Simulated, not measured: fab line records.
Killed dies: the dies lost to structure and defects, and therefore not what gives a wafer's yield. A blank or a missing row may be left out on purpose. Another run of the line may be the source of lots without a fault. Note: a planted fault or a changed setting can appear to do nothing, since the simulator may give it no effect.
Chamber matching -- flow n5-finfet -- N5_BEOL_M1_ALD_98 on ald-sin-02 has 4 sister chambers
The step deposits SiO2, target thk 2.5 nm, pulse time 1 s, co reactant pulse time 1 s. 22 wafers are shown with their chamber, then 11 later ones without.

## WAFERS, EACH WITH ITS CHAMBER
wafer,chamber,heater-power-w (W),precursor-pulse-height-rel
L075.2,2,77,1.022
L075.3,1,71,0.998
L075.6,3,93,1.023
L076.2,1,70,0.988
L076.4,0,77,0.967
L076.6,1,71,1.017
L080.2,2,81,1.005
L080.3,3,94,0.992
L080.4,0,76,1.022
L079.1,1,72,1.002
L079.2,3,93,1.016
L079.5,0,77,0.980
L081.3,0,77,0.996
L081.4,3,93,0.999
L081.6,0,76,0.977
L082.1,2,80,0.996
L082.2,3,91,0.997
L082.3,1,72,1.012
L082.4,0,78,1.029
L082.5,2,79,1.038
L082.6,3,94,0.992
L083.2,2,79,0.990

SIGNATURES, as means of the wafers listed above
reading,chamber 0,chamber 1,chamber 2,chamber 3,scatter within a chamber
heater-power-w,76.83,71.20,79.20,93.00,1.07
precursor-pulse-height-rel,0.99517,1.00340,1.01020,1.00317,0.0185
Rule: for each reading, subtract the chamber's mean from the wafer's reading, divide by that reading's scatter and square the result; add these up over the readings and take the root, which gives the wafer's distance from the chamber. If the next closest chamber is less than 2 further off than the closest, the wafer can't be placed; otherwise it belongs to the closest. How the scatter is found: for the shown wafers, subtract from each reading the mean of its chamber, square and add these, divide the total by (wafers less chambers), then take the root.

## WAFERS WITH NO CHAMBER GIVEN
wafer,heater-power-w (W),precursor-pulse-height-rel
L083.4,71,0.971
L083.5,78,0.989
L085.2,72,1.022
L085.3,77,0.989
L085.4,93,0.980
L094.2,80,0.986
L094.3,93,0.996
L094.4,71,1.043
L095.1,75,1.007
L095.3,71,0.969
L095.5,96,0.996

## WHICH CHAMBER EACH WENT THROUGH
wafer,from the rows above,in truth
L083.4,1,1
L083.5,can't be placed: 0 or 2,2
L085.2,1,1
L085.3,can't be placed: 0 or 2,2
L085.4,3,3
L094.2,can't be placed: 2 or 0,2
L094.3,3,3
L094.4,1,1
L095.1,can't be placed: 0 or 1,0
L095.3,1,1
L095.5,3,3
Correctly placed: 7 of 11. From these rows, 4 cannot be placed; in 4 the true chamber is one of the candidates. 0 placed wrongly.
